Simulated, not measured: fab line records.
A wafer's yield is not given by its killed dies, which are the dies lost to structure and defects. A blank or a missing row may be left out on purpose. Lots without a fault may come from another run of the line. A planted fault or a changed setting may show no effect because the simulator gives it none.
Code-filled problem report in 8D (eight disciplines) form    flow nandHarc    the parts of the form that need people (team, actions taken, sign-off) are left out

## 1. WHAT WENT WRONG
cdNm at NHARC_P_CONTACT_CD_MEAS_12 reads a mean of 97.7 nm on 6 wafers of 2 lots; wafers without a fault read 90.0 nm with a standard deviation of 0.71. That puts it +11 standard deviations away from the usual mean.
The step: target cd 90 nm.
First seen on wafer L354.3, day 9 05:33, on cdSem-02. At this step, 36 wafers from 12 lots have a number in the record. The rule behind "out" and "out of limits": a value lying over 4 standard deviations away from the usual mean. The rest of the wafers with a number are treated as sound.

## 2. WHAT IT IS, WHAT IT ISN'T
question                     is                      is not
which readings at this step  cdNm                    -
which lots                   L354, L355              L347, L348, L349, L358, L361, L365, L366, L367, L368, L369
which wafers of those lots   all that have a number  -
read on which gauges         cdSem-02                cdSem-01, cdSem-03
when                         from day 9 05:33        up to then (9 sound wafers); but 21 sound wafers of L358, L361, L365, L366, L367, L368, L369 came after

## 3. THE SUSPECTS, EACH WITH WHAT RULES IT OUT
Counting: a tool at any process step up to the reading remains a suspect when it ran all the lots that are out and ran no sound lot after the first of those.
- the gauge at NHARC_P_CONTACT_CD_MEAS_12: kept. All the wafers that are out were read on cdSem-02, and no step on other tools shows them out.
- lithoTrack-06 at NHARC_P_CONTACT_PEB_10 (peb time 65 s): ruled out as a lasting fault. The sound lots L367, L368 went through it after L354, its earliest lot that is out (day 9 05:28).
The count leaves cdSem-02 at NHARC_P_CONTACT_CD_MEAS_12.

## 4. THE CAUSE (what the simulator had put in)
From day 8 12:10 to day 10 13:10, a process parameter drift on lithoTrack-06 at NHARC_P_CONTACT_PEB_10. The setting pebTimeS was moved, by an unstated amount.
The count ruled it out by mistake, since the rule takes a fault to strike every lot its tool runs from the start of the fault on, and this one did not do so.

## 5. SEQUENCE OF EFFECTS, ordered by route
Each row: a reading where the mean over the struck wafers with a number is more than 3 standard deviations away from the usual. Only readings whose record carries a usual standard deviation are examined. hours: median over the lots of the time between each lot's start at the first step of this table that gives one and its start at this step. sigmas: the change, counted in usual standard deviations.
hours  step                        reading  usual    on struck wafers  change  sigmas
0      NHARC_P_CONTACT_CD_MEAS_12  cdNm     90.0 nm  97.7              +7.7    +11
At these later measuring or inspecting steps, every struck wafer for which the step has a row has a number for every such reading, and none has moved that far: NHARC_P_CONTACT_INSPECT_27, NHARC_END_SORT_01.

## 6. HOW IT WOULD HAVE BEEN CAUGHT EARLIER
17 hours passed between the start of the fault at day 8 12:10 and the first reading out of limits at a measuring or inspecting step in this record, taken at day 9 05:33.
Tool readings at NHARC_P_CONTACT_PEB_10 with a usual standard deviation given in the record: none out on any struck wafer, hence no alarm at a limit of 4 standard deviations on them.
